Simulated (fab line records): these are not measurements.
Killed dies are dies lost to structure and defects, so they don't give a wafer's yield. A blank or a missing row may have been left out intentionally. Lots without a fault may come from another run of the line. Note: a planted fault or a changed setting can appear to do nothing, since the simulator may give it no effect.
The tool behind it: which one? ; flow n5_finfet ; Sampling: 12 lots, 36 wafers, 6 of 1938 route steps

== WHAT EACH GAUGE READ, for each wafer ==
N5_BEOL_M11_CD_MEAS_11 targets a cd of 64.1 nm.
lot;measured;on;cd_nm (nm)
L076;day 10 05:34;cd_sem-02;64.4 64.6 63.9
L077;day 11 06:54;cd_sem-03;63.4 64.5 63.1
L081;day 11 14:25;cd_sem-02;64.8 64.6 65.6
L080;day 11 14:50;cd_sem-01;64.5 65.0 65.8
L083;day 12 14:21;cd_sem-03;65.1 65.0 64.7
L085;day 12 23:08;cd_sem-03;64.4 65.2 64.8
L088;day 13 13:35;cd_sem-03;64.7 64.3 65.2
L089;day 14 04:48;cd_sem-01;64.7 63.9 64.5
L091;day 14 09:35;cd_sem-01;63.9 64.6 64.5
L093;day 14 19:58;cd_sem-02;64.7 64.3 64.7
L095;day 15 05:08;cd_sem-02;63.6 64.9 65.3
L097;day 16 04:05;cd_sem-01;65.1 65.3 65.0

== TOOL THAT RAN EACH LOT (tool first, then ch and the chambers of the sampled wafers, then the start) ==
lot;N5_BEOL_M10_CURE_71;N5_BEOL_M10_VIA_ETCH_34;N5_BEOL_M10_CURE_72;N5_BEOL_M10_ANNEAL_51;N5_BEOL_M11_CURE_71
L076;uv_cure-01 ch 0, day 9 15:49;rie_diel-05 ch 1,2,3, day 9 23:22;uv_cure-01 ch 1, day 10 00:05;rtp_anneal-01 ch 0, day 10 02:44;uv_cure-01 ch 0, day 10 03:52
L077;uv_cure-02 ch 1, day 10 17:49;rie_diel-05 ch 0,1,2, day 11 00:40;uv_cure-03 ch 1, day 11 01:11;rtp_anneal-02 ch 0, day 11 03:32;uv_cure-03 ch 2, day 11 04:28
L081;uv_cure-02 ch 2, day 11 04:44;rie_diel-05 ch 0,2, day 11 08:38;uv_cure-03 ch 2, day 11 09:18;rtp_anneal-01 ch 0, day 11 11:44;uv_cure-03 ch 1, day 11 12:41
L080;uv_cure-03 ch 1, day 11 07:34;rie_diel-03 ch 0,3, day 11 10:14;uv_cure-02 ch 1, day 11 10:43;rtp_anneal-01 ch 0, day 11 12:35;uv_cure-03 ch 1, day 11 13:27
L083;uv_cure-02 ch 2, day 12 03:44;rie_diel-05 ch 0,1,3, day 12 08:22;uv_cure-01 ch 0, day 12 08:56;rtp_anneal-02 ch 0, day 12 10:48;uv_cure-03 ch 0, day 12 11:43
L085;uv_cure-02 ch 0, day 12 11:22;rie_diel-05 ch 0,2,3, day 12 16:51;uv_cure-02 ch 0, day 12 17:20;rtp_anneal-02 ch 0, day 12 19:46;uv_cure-03 ch 2, day 12 20:55
L088;uv_cure-02 ch 2, day 13 04:07;rie_diel-05 ch 0,1, day 13 07:25;uv_cure-01 ch 0, day 13 07:57;rtp_anneal-02 ch 0, day 13 09:26;uv_cure-03 ch 0, day 13 10:21
L089;uv_cure-01 ch 0, day 13 19:55;rie_diel-06 ch 0,3, day 13 22:31;uv_cure-01 ch 0, day 13 23:02;rtp_anneal-01 ch 0, day 14 02:07;uv_cure-03 ch 0, day 14 03:01
L091;uv_cure-03 ch 0, day 13 23:52;rie_diel-06 ch 1,2, day 14 03:43;uv_cure-03 ch 1, day 14 04:11;rtp_anneal-02 ch 0, day 14 05:53;uv_cure-01 ch 1, day 14 06:47
L093;uv_cure-01 ch 1, day 14 06:02;rie_diel-05 ch 0,1, day 14 13:47;uv_cure-01 ch 1, day 14 14:19;rtp_anneal-02 ch 0, day 14 16:25;uv_cure-02 ch 2, day 14 17:20
L095;uv_cure-02 ch 2, day 14 18:38;rie_diel-05 ch 0,1,2, day 15 00:14;uv_cure-03 ch 2, day 15 00:43;rtp_anneal-02 ch 0, day 15 01:53;uv_cure-01 ch 1, day 15 02:46
L097;uv_cure-01 ch 2, day 15 16:30;rie_diel-03 ch 0,1,3, day 15 22:14;uv_cure-02 ch 0, day 15 22:43;rtp_anneal-01 ch 0, day 16 00:29;uv_cure-01 ch 0, day 16 01:23
- N5_BEOL_M10_CURE_71: cures SiCOH lowk, time 240 s.
- N5_BEOL_M10_VIA_ETCH_34: etches SiCOH lowk in C4F6/O2, target depth 184.5 nm, time 69.2 s.
- N5_BEOL_M10_CURE_72: cures SiCOH lowk, time 120 s.
- N5_BEOL_M10_ANNEAL_51: time 90 s.
- N5_BEOL_M11_CURE_71: cures SiCOH lowk, time 240 s.

== THE ANSWER, worked out from the rows above alone ==
Rule: the usual values come from the lots themselves. The widest of any qualifying gaps counts: lots, ordered by their means at a reading, are off when they make up no more than a third of the lots, leave a main group of 4 or more, and stand apart from it by 3 or more times the standard deviation of that group's means. Not used: any main group whose means are identical at the precision the tables above print for the reading. Also off: a lot with no number at a reading for which 4 or more lots have one. Where the step has rows for the other lots, those lots are counted as sound.
No lot is off on any of the readings shown, so nothing can be concluded from this.

== WHAT HAD BEEN PUT IN BY THE SIMULATOR ==
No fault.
